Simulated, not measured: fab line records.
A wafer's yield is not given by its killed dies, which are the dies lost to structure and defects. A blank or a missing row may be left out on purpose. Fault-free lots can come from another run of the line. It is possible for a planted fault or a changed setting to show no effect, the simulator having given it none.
3 desks looking at one fault + flow n5 finfet + each desk has only its own numbers; what lay behind them comes last

== THE DEFECT DESK ==
For each lot, the counts of the inspections along the route, averaged over the sampled wafers that have a number. Marked OUT: a lot whose mean sits more than 4 standard deviations from the usual mean, which makes it out of limits; the brackets give that distance.
Columns: A = raw defect count at N5_FIN_CUT_INSPECT_10, usual 43
| lot  | first seen here | A  |
|------|-----------------|----|
| L707 | day 3 02:39     | 63 |
| L711 | day 4 03:29     | 33 |
| L713 | day 4 15:30     | 39 |
| L720 | day 6 10:11     | 44 |
| L722 | day 6 21:38     | 56 |
| L726 | day 7 22:35     | 36 |
This desk's verdict: no lot among the 6 shows anything out of limits.

== DESK OF THE TOOL OWNER: rie si-05 ==
The tool's own readings at N5_FIN_CUT_CUT_ETCH_28 (etches Si in HBr/Cl2/O2, target depth 6 nm, time 2.4 s): means of the sampled wafers that have a number, for each lot that ran on this tool. Marked OUT: a lot whose mean sits more than 4 standard deviations from the usual mean, which makes it out of limits; the brackets give that distance.
Columns: A = drypump motor current A at N5_FIN_CUT_CUT_ETCH_28, usual 5.6 A; B = he backside leak sccm at N5_FIN_CUT_CUT_ETCH_28, usual 2.8 sccm; C = oes product au at N5_FIN_CUT_CUT_ETCH_28, usual 1.002 a.u.; D = throttle valve pct at N5_FIN_CUT_CUT_ETCH_28, usual 37.25 %
| lot  | first seen here | A   | B   | C     | D     |
|------|-----------------|-----|-----|-------|-------|
| L707 | day 3 03:24     | 5.0 | 2.7 | 1.013 | 37.28 |
| L711 | day 4 04:15     | 5.3 | 2.7 | 1.001 | 37.27 |
| L713 | day 4 16:13     | 5.2 | 2.7 | 0.977 | 37.50 |
| L726 | day 7 23:18     | 4.9 | 2.5 | 1.018 | 37.08 |
This desk's verdict: no lot among the 4 shows anything out of limits.

== THE METROLOGY DESK ==
Lot by lot, what the gauges showed, no matter which tool ran the lot: averages of those sampled wafers that carry a number. Marked OUT: a lot whose mean sits more than 4 standard deviations from the usual mean, which makes it out of limits; the brackets give that distance. Shown here are 7 of its 10 readings, the ones lying furthest out on some lot.
Columns: A = DIBL_N at N5_BEOL_M4_RC_MEAS_101, usual 36.1 mV/V; B = DIBL_P at N5_BEOL_M4_RC_MEAS_101, usual 36.3 mV/V; C = IOFF_N at N5_BEOL_M4_RC_MEAS_101, usual 0.16 nA/um; D = ION_N at N5_BEOL_M4_RC_MEAS_101, usual 678 uA/um; E = ION_P at N5_BEOL_M4_RC_MEAS_101, usual 465 uA/um; F = SS_N at N5_BEOL_M4_RC_MEAS_101, usual 71.4 mV/dec; G = VT_P at N5_BEOL_M4_RC_MEAS_101, usual -250.0 mV
| lot  | first seen here | A    | B    | C    | D   | E   | F    | G      |
|------|-----------------|------|------|------|-----|-----|------|--------|
| L707 | day 9 03:59     | 37.9 | 35.8 | 0.17 | 682 | 463 | 71.9 | -250.7 |
| L711 | day 10 16:55    | 35.2 | 37.2 | 0.15 | 682 | 464 | 71.0 | -254.5 |
| L713 | day 10 22:46    | 37.5 | 37.0 | 0.19 | 700 | 474 | 72.3 | -248.7 |
| L720 | day 13 11:28    | 34.9 | 35.7 | 0.15 | 669 | 464 | 71.0 | -249.7 |
| L722 | day 13 20:35    | 35.7 | 37.3 | 0.16 | 684 | 469 | 71.0 | -250.8 |
| L726 | day 14 01:06    | 33.5 | 33.8 | 0.12 | 668 | 465 | 70.4 | -250.8 |
This desk's verdict: no lot among the 6 shows anything out of limits.

== BROUGHT TOGETHER ==
Nothing the defect desk looked at was out of limits.
Nothing out of limits was seen by the tool owner's desk.
Nothing out of limits was seen by the metrology desk.

== WHAT THE SIMULATOR HAD INSERTED ==
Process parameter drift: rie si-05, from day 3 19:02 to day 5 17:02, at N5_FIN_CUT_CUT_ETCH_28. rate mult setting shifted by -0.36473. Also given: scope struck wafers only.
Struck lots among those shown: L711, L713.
